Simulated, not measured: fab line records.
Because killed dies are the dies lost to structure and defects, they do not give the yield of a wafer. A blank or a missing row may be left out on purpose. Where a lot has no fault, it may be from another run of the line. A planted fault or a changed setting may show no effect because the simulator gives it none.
Chamber matching || flow nandHarc || NHARC_A_M0_DESCUM_14 on rieDiel-06 has 4 sister chambers
The step chemistry O2, time 3 s. 18 wafers are shown with their chamber, then 9 later ones without.

== WAFERS, EACH WITH ITS CHAMBER ==
{"wafer": "L079.1", "chamber": 2, "drypumpMotorCurrentA (A)": 6.0, "rfVppV (V)": 58.3, "oesProductAu (a.u.)": 0.994}
{"wafer": "L079.4", "chamber": 0, "drypumpMotorCurrentA (A)": 5.3, "rfVppV (V)": 57.8, "oesProductAu (a.u.)": 1.009}
{"wafer": "L079.5", "chamber": 3, "drypumpMotorCurrentA (A)": 6.5, "rfVppV (V)": 58.7, "oesProductAu (a.u.)": 1.004}
{"wafer": "L082.1", "chamber": 1, "drypumpMotorCurrentA (A)": 5.9, "rfVppV (V)": 58.0, "oesProductAu (a.u.)": 1.007}
{"wafer": "L082.2", "chamber": 2, "drypumpMotorCurrentA (A)": 5.9, "rfVppV (V)": 57.6, "oesProductAu (a.u.)": 0.990}
{"wafer": "L082.6", "chamber": 3, "drypumpMotorCurrentA (A)": 6.5, "rfVppV (V)": 58.9, "oesProductAu (a.u.)": 1.000}
{"wafer": "L081.2", "chamber": 2, "drypumpMotorCurrentA (A)": 6.0, "rfVppV (V)": 57.5, "oesProductAu (a.u.)": 1.004}
{"wafer": "L081.5", "chamber": 3, "drypumpMotorCurrentA (A)": 6.5, "rfVppV (V)": 59.6, "oesProductAu (a.u.)": 1.000}
{"wafer": "L081.6", "chamber": 0, "drypumpMotorCurrentA (A)": 5.3, "rfVppV (V)": 58.6, "oesProductAu (a.u.)": 1.001}
{"wafer": "L084.1", "chamber": 1, "drypumpMotorCurrentA (A)": 5.9, "rfVppV (V)": 57.5, "oesProductAu (a.u.)": 1.009}
{"wafer": "L084.5", "chamber": 0, "drypumpMotorCurrentA (A)": 5.3, "rfVppV (V)": 57.3, "oesProductAu (a.u.)": 1.006}
{"wafer": "L084.6", "chamber": 1, "drypumpMotorCurrentA (A)": 5.9, "rfVppV (V)": 57.2, "oesProductAu (a.u.)": 1.012}
{"wafer": "L085.2", "chamber": 2, "drypumpMotorCurrentA (A)": 6.0, "rfVppV (V)": 59.2, "oesProductAu (a.u.)": 1.016}
{"wafer": "L085.3", "chamber": 1, "drypumpMotorCurrentA (A)": 5.9, "rfVppV (V)": 57.0, "oesProductAu (a.u.)": 1.004}
{"wafer": "L085.4", "chamber": 0, "drypumpMotorCurrentA (A)": 5.3, "rfVppV (V)": 57.6, "oesProductAu (a.u.)": 0.999}
{"wafer": "L086.3", "chamber": 0, "drypumpMotorCurrentA (A)": 5.3, "rfVppV (V)": 57.0, "oesProductAu (a.u.)": 0.991}
{"wafer": "L086.4", "chamber": 1, "drypumpMotorCurrentA (A)": 5.9, "rfVppV (V)": 57.4, "oesProductAu (a.u.)": 1.014}
{"wafer": "L086.6", "chamber": 0, "drypumpMotorCurrentA (A)": 5.3, "rfVppV (V)": 56.9, "oesProductAu (a.u.)": 0.988}

SIGNATURES (means of the wafers above)
{"reading": "drypumpMotorCurrentA", "chamber 0": 5.300, "chamber 1": 5.900, "chamber 2": 5.975, "chamber 3": 6.500, "scatter within a chamber": 0.0231}
{"reading": "rfVppV", "chamber 0": 57.533, "chamber 1": 57.420, "chamber 2": 58.150, "chamber 3": 59.067, "scatter within a chamber": 0.587}
{"reading": "oesProductAu", "chamber 0": 0.99900, "chamber 1": 1.00920, "chamber 2": 1.00100, "chamber 3": 1.00133, "scatter within a chamber": 0.00763}
Rule: for each reading, subtract the chamber's mean from the wafer's reading, divide by that reading's scatter and square the result; add these up over the readings and take the root, which gives the wafer's distance from the chamber. The wafer belongs to the nearest chamber; if the next one is less than 2 further off, it can't be placed. The scatter: take each reading less its chamber's mean, square it, sum over the shown wafers, divide by the number of wafers less the number of chambers, and take the root.

== WAFERS WITH NO CHAMBER GIVEN ==
{"wafer": "L089.3", "drypumpMotorCurrentA (A)": 5.3, "rfVppV (V)": 57.5, "oesProductAu (a.u.)": 0.990}
{"wafer": "L089.4", "drypumpMotorCurrentA (A)": 5.9, "rfVppV (V)": 57.3, "oesProductAu (a.u.)": 1.003}
{"wafer": "L089.5", "drypumpMotorCurrentA (A)": 5.9, "rfVppV (V)": 57.8, "oesProductAu (a.u.)": 1.005}
{"wafer": "L095.2", "drypumpMotorCurrentA (A)": 5.3, "rfVppV (V)": 58.2, "oesProductAu (a.u.)": 0.988}
{"wafer": "L095.4", "drypumpMotorCurrentA (A)": 5.9, "rfVppV (V)": 57.5, "oesProductAu (a.u.)": 1.005}
{"wafer": "L095.6", "drypumpMotorCurrentA (A)": 6.5, "rfVppV (V)": 58.2, "oesProductAu (a.u.)": 0.985}
{"wafer": "L093.2", "drypumpMotorCurrentA (A)": 5.9, "rfVppV (V)": 57.9, "oesProductAu (a.u.)": 1.008}
{"wafer": "L093.4", "drypumpMotorCurrentA (A)": 6.0, "rfVppV (V)": 60.1, "oesProductAu (a.u.)": 1.006}
{"wafer": "L093.5", "drypumpMotorCurrentA (A)": 5.3, "rfVppV (V)": 57.8, "oesProductAu (a.u.)": 0.998}

== THE CHAMBER EACH PASSED THROUGH ==
{"wafer": "L089.3", "from the rows above": 0, "in truth": 0}
{"wafer": "L089.4", "from the rows above": 1, "in truth": 1}
{"wafer": "L089.5", "from the rows above": 1, "in truth": 1}
{"wafer": "L095.2", "from the rows above": 0, "in truth": 0}
{"wafer": "L095.4", "from the rows above": 1, "in truth": 1}
{"wafer": "L095.6", "from the rows above": 3, "in truth": 3}
{"wafer": "L093.2", "from the rows above": 1, "in truth": 1}
{"wafer": "L093.4", "from the rows above": 2, "in truth": 2}
{"wafer": "L093.5", "from the rows above": 0, "in truth": 0}
Correctly placed: 9 of 9. Can't be placed from these rows: 0. Number placed wrongly: 0.
